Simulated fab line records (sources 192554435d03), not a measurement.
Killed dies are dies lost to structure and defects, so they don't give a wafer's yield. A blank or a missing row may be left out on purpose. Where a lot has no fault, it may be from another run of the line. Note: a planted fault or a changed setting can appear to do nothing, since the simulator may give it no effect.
Split-lot trial || flow n5_finfet || on a route of 1938 steps: 7 lots, 39 wafers read

ABOUT THE SPLIT
At N5_MIM_BOT_SPUTTER_00 (material TiN, target thk 35 nm, time 89.7 s), the setting time_s was moved away from the recipe's 89.7 s on 15 of the 39 wafers read, by -56.7% to +52.4%. This setting was run at the recipe's value on the other wafers.

The reading is taken at the split's own step.

THE READING
TiN_of_MIM_BOT_SPUTTER_00.thk_nm (the simulator's own value, which no gauge read), in nm, at N5_MIM_BOT_SPUTTER_00 (material TiN, target thk 35 nm, time 89.7 s). There is no usual value for it anywhere in the file. Average 35.2 nm, standard deviation 0.29 nm, over the 24 wafers here run with the recipe.

{"wafer": "L076.2", "tool, chamber at the split": "pvd_sputter-01, -", "time_s as run, s": 89.7, "against the recipe": "recipe", "TiN_of_MIM_BOT_SPUTTER_00.thk_nm, nm": 35, "against lot-mates on the recipe": "-"}
{"wafer": "L076.4", "tool, chamber at the split": "pvd_sputter-01, -", "time_s as run, s": 89.7, "against the recipe": "recipe", "TiN_of_MIM_BOT_SPUTTER_00.thk_nm, nm": 35, "against lot-mates on the recipe": "-"}
{"wafer": "L076.6", "tool, chamber at the split": "pvd_sputter-01, -", "time_s as run, s": 89.7, "against the recipe": "recipe", "TiN_of_MIM_BOT_SPUTTER_00.thk_nm, nm": 35, "against lot-mates on the recipe": "-"}
{"wafer": "L078.1", "tool, chamber at the split": "pvd_sputter-02, -", "time_s as run, s": 89.7, "against the recipe": "recipe", "TiN_of_MIM_BOT_SPUTTER_00.thk_nm, nm": 35.8, "against lot-mates on the recipe": "-"}
{"wafer": "L078.2", "tool, chamber at the split": "pvd_sputter-02, -", "time_s as run, s": 89.7, "against the recipe": "recipe", "TiN_of_MIM_BOT_SPUTTER_00.thk_nm, nm": 35.2, "against lot-mates on the recipe": "-"}
{"wafer": "L078.3", "tool, chamber at the split": "pvd_sputter-02, -", "time_s as run, s": 89.7, "against the recipe": "recipe", "TiN_of_MIM_BOT_SPUTTER_00.thk_nm, nm": 35.2, "against lot-mates on the recipe": "-"}
{"wafer": "L078.4", "tool, chamber at the split": "pvd_sputter-02, -", "time_s as run, s": 89.7, "against the recipe": "recipe", "TiN_of_MIM_BOT_SPUTTER_00.thk_nm, nm": 35.4, "against lot-mates on the recipe": "-"}
{"wafer": "L078.5", "tool, chamber at the split": "pvd_sputter-02, -", "time_s as run, s": 89.7, "against the recipe": "recipe", "TiN_of_MIM_BOT_SPUTTER_00.thk_nm, nm": 35.4, "against lot-mates on the recipe": "-"}
{"wafer": "L078.6", "tool, chamber at the split": "pvd_sputter-02, -", "time_s as run, s": 89.7, "against the recipe": "recipe", "TiN_of_MIM_BOT_SPUTTER_00.thk_nm, nm": 35, "against lot-mates on the recipe": "-"}
{"wafer": "L083.1", "tool, chamber at the split": "pvd_sputter-03, -", "time_s as run, s": 89.7, "against the recipe": "recipe", "TiN_of_MIM_BOT_SPUTTER_00.thk_nm, nm": 34.8, "against lot-mates on the recipe": "-"}
{"wafer": "L083.2", "tool, chamber at the split": "pvd_sputter-03, -", "time_s as run, s": 89.7, "against the recipe": "recipe", "TiN_of_MIM_BOT_SPUTTER_00.thk_nm, nm": 35, "against lot-mates on the recipe": "-"}
{"wafer": "L083.3", "tool, chamber at the split": "pvd_sputter-03, -", "time_s as run, s": 136.7, "against the recipe": "+52.4%", "TiN_of_MIM_BOT_SPUTTER_00.thk_nm, nm": 53.2, "against lot-mates on the recipe": "+18.2"}
{"wafer": "L083.4", "tool, chamber at the split": "pvd_sputter-03, -", "time_s as run, s": 136.7, "against the recipe": "+52.4%", "TiN_of_MIM_BOT_SPUTTER_00.thk_nm, nm": 53.2, "against lot-mates on the recipe": "+18.2"}
{"wafer": "L083.5", "tool, chamber at the split": "pvd_sputter-03, -", "time_s as run, s": 136.7, "against the recipe": "+52.4%", "TiN_of_MIM_BOT_SPUTTER_00.thk_nm, nm": 53.4, "against lot-mates on the recipe": "+18.4"}
{"wafer": "L083.6", "tool, chamber at the split": "pvd_sputter-03, -", "time_s as run, s": 89.7, "against the recipe": "recipe", "TiN_of_MIM_BOT_SPUTTER_00.thk_nm, nm": 35.2, "against lot-mates on the recipe": "-"}
{"wafer": "L085.1", "tool, chamber at the split": "pvd_sputter-03, -", "time_s as run, s": 89.7, "against the recipe": "recipe", "TiN_of_MIM_BOT_SPUTTER_00.thk_nm, nm": 35, "against lot-mates on the recipe": "-"}
{"wafer": "L085.3", "tool, chamber at the split": "pvd_sputter-03, -", "time_s as run, s": 89.7, "against the recipe": "recipe", "TiN_of_MIM_BOT_SPUTTER_00.thk_nm, nm": 35, "against lot-mates on the recipe": "-"}
{"wafer": "L085.2", "tool, chamber at the split": "pvd_sputter-03, -", "time_s as run, s": 104.5, "against the recipe": "+16.5%", "TiN_of_MIM_BOT_SPUTTER_00.thk_nm, nm": 41, "against lot-mates on the recipe": "+5.9"}
{"wafer": "L085.4", "tool, chamber at the split": "pvd_sputter-03, -", "time_s as run, s": 104.5, "against the recipe": "+16.5%", "TiN_of_MIM_BOT_SPUTTER_00.thk_nm, nm": 41, "against lot-mates on the recipe": "+5.9"}
{"wafer": "L085.5", "tool, chamber at the split": "pvd_sputter-03, -", "time_s as run, s": 89.7, "against the recipe": "recipe", "TiN_of_MIM_BOT_SPUTTER_00.thk_nm, nm": 35.4, "against lot-mates on the recipe": "-"}
{"wafer": "L085.6", "tool, chamber at the split": "pvd_sputter-03, -", "time_s as run, s": 104.5, "against the recipe": "+16.5%", "TiN_of_MIM_BOT_SPUTTER_00.thk_nm, nm": 41.4, "against lot-mates on the recipe": "+6.3"}
{"wafer": "L090.1", "tool, chamber at the split": "pvd_sputter-03, -", "time_s as run, s": 89.7, "against the recipe": "recipe", "TiN_of_MIM_BOT_SPUTTER_00.thk_nm, nm": 35.2, "against lot-mates on the recipe": "-"}
{"wafer": "L090.3", "tool, chamber at the split": "pvd_sputter-03, -", "time_s as run, s": 89.7, "against the recipe": "recipe", "TiN_of_MIM_BOT_SPUTTER_00.thk_nm, nm": 35.2, "against lot-mates on the recipe": "-"}
{"wafer": "L090.2", "tool, chamber at the split": "pvd_sputter-03, -", "time_s as run, s": 38.84, "against the recipe": "-56.7%", "TiN_of_MIM_BOT_SPUTTER_00.thk_nm, nm": 15.4, "against lot-mates on the recipe": -19.9}
{"wafer": "L090.4", "tool, chamber at the split": "pvd_sputter-03, -", "time_s as run, s": 38.84, "against the recipe": "-56.7%", "TiN_of_MIM_BOT_SPUTTER_00.thk_nm, nm": 15.6, "against lot-mates on the recipe": -19.7}
{"wafer": "L090.5", "tool, chamber at the split": "pvd_sputter-03, -", "time_s as run, s": 38.84, "against the recipe": "-56.7%", "TiN_of_MIM_BOT_SPUTTER_00.thk_nm, nm": 15.6, "against lot-mates on the recipe": -19.7}
{"wafer": "L090.6", "tool, chamber at the split": "pvd_sputter-03, -", "time_s as run, s": 89.7, "against the recipe": "recipe", "TiN_of_MIM_BOT_SPUTTER_00.thk_nm, nm": 35.6, "against lot-mates on the recipe": "-"}
{"wafer": "L091.1", "tool, chamber at the split": "pvd_sputter-03, -", "time_s as run, s": 89.7, "against the recipe": "recipe", "TiN_of_MIM_BOT_SPUTTER_00.thk_nm, nm": 34.8, "against lot-mates on the recipe": "-"}
{"wafer": "L091.2", "tool, chamber at the split": "pvd_sputter-03, -", "time_s as run, s": 61.86, "against the recipe": "-31.0%", "TiN_of_MIM_BOT_SPUTTER_00.thk_nm, nm": 24.2, "against lot-mates on the recipe": -10.6}
{"wafer": "L091.4", "tool, chamber at the split": "pvd_sputter-03, -", "time_s as run, s": 61.86, "against the recipe": "-31.0%", "TiN_of_MIM_BOT_SPUTTER_00.thk_nm, nm": 24.2, "against lot-mates on the recipe": -10.6}
{"wafer": "L091.5", "tool, chamber at the split": "pvd_sputter-03, -", "time_s as run, s": 61.86, "against the recipe": "-31.0%", "TiN_of_MIM_BOT_SPUTTER_00.thk_nm, nm": 24.2, "against lot-mates on the recipe": -10.6}
{"wafer": "L091.3", "tool, chamber at the split": "pvd_sputter-03, -", "time_s as run, s": 89.7, "against the recipe": "recipe", "TiN_of_MIM_BOT_SPUTTER_00.thk_nm, nm": 34.6, "against lot-mates on the recipe": "-"}
{"wafer": "L091.6", "tool, chamber at the split": "pvd_sputter-03, -", "time_s as run, s": 89.7, "against the recipe": "recipe", "TiN_of_MIM_BOT_SPUTTER_00.thk_nm, nm": 35, "against lot-mates on the recipe": "-"}
{"wafer": "L095.1", "tool, chamber at the split": "pvd_sputter-01, -", "time_s as run, s": 72.57, "against the recipe": "-19.1%", "TiN_of_MIM_BOT_SPUTTER_00.thk_nm, nm": 28.8, "against lot-mates on the recipe": -6.7}
{"wafer": "L095.2", "tool, chamber at the split": "pvd_sputter-01, -", "time_s as run, s": 89.7, "against the recipe": "recipe", "TiN_of_MIM_BOT_SPUTTER_00.thk_nm, nm": 35.2, "against lot-mates on the recipe": "-"}
{"wafer": "L095.3", "tool, chamber at the split": "pvd_sputter-01, -", "time_s as run, s": 72.57, "against the recipe": "-19.1%", "TiN_of_MIM_BOT_SPUTTER_00.thk_nm, nm": 29, "against lot-mates on the recipe": -6.5}
{"wafer": "L095.4", "tool, chamber at the split": "pvd_sputter-01, -", "time_s as run, s": 72.57, "against the recipe": "-19.1%", "TiN_of_MIM_BOT_SPUTTER_00.thk_nm, nm": 28.6, "against lot-mates on the recipe": -6.9}
{"wafer": "L095.5", "tool, chamber at the split": "pvd_sputter-01, -", "time_s as run, s": 89.7, "against the recipe": "recipe", "TiN_of_MIM_BOT_SPUTTER_00.thk_nm, nm": 35.4, "against lot-mates on the recipe": "-"}
{"wafer": "L095.6", "tool, chamber at the split": "pvd_sputter-01, -", "time_s as run, s": 89.7, "against the recipe": "recipe", "TiN_of_MIM_BOT_SPUTTER_00.thk_nm, nm": 35.8, "against lot-mates on the recipe": "-"}

THE FIT
A straight line over all 39 wafers: TiN_of_MIM_BOT_SPUTTER_00.thk_nm changes by +0.347 nm for each +1% of time_s; r = +1.00; the points scatter about the line by 0.27 nm.
The same after taking each lot's own level away (the mean of its wafers on the recipe; 39 wafers): +0.349 nm for each +1%; r = +1.00; scatter 0.2 nm.
On that fit, the largest move of time_s shifts the reading by 20 nm.
From 34.80 to 35.47 nm: that is the span of the lots' own levels, equal to 2.3 times the standard deviation above.
So the lot-to-lot level changes the slope little: the two slopes agree.
Check: with one of the wafers moved furthest among these (-56.7%) left out of the fit, the line predicts -19.7 nm for it against its lot-mates. Against them it came out at -19.9 nm.

THESE WAFERS: OTHER SPLITS
These wafers also went through other splits before the reading. Each is held against what the fit with the lots' levels taken away leaves over:
{"other split on the same wafers": "N5_SD_EPI_N_ETCH_45 target_depth_a", "wafers away from the commonest value": 18, "r with TiN_of_MIM_BOT_SPUTTER_00.thk_nm (lot level and that fit taken away)": -0.21}
{"other split on the same wafers": "N5_MOL_CONTACT_COAG_ALD_131 ald_cycles", "wafers away from the commonest value": 15, "r with TiN_of_MIM_BOT_SPUTTER_00.thk_nm (lot level and that fit taken away)": "+0.00"}
{"other split on the same wafers": "N5_BEOL_M4_DESCUM_16 time_s", "wafers away from the commonest value": 18, "r with TiN_of_MIM_BOT_SPUTTER_00.thk_nm (lot level and that fit taken away)": "+0.02"}
{"other split on the same wafers": "N5_BEOL_M6_ILD_DEP_00 target_thk_a", "wafers away from the commonest value": 6, "r with TiN_of_MIM_BOT_SPUTTER_00.thk_nm (lot level and that fit taken away)": "+0.11"}
{"other split on the same wafers": "N5_BEOL_M8_VIA_ETCH_34 target_depth_a", "wafers away from the commonest value": 12, "r with TiN_of_MIM_BOT_SPUTTER_00.thk_nm (lot level and that fit taken away)": -0.02}
{"other split on the same wafers": "N5_BEOL_M9_ALD_74 ald_cycles", "wafers away from the commonest value": 15, "r with TiN_of_MIM_BOT_SPUTTER_00.thk_nm (lot level and that fit taken away)": "+0.05"}
{"other split on the same wafers": "N5_BEOL_M13_ETCH_68 time_s", "wafers away from the commonest value": 12, "r with TiN_of_MIM_BOT_SPUTTER_00.thk_nm (lot level and that fit taken away)": -0.02}

THE FILE'S OWN FIT
TiN_of_MIM_BOT_SPUTTER_00.thk_nm changes by +0.349 nm for each +1% of time_s, r = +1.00.
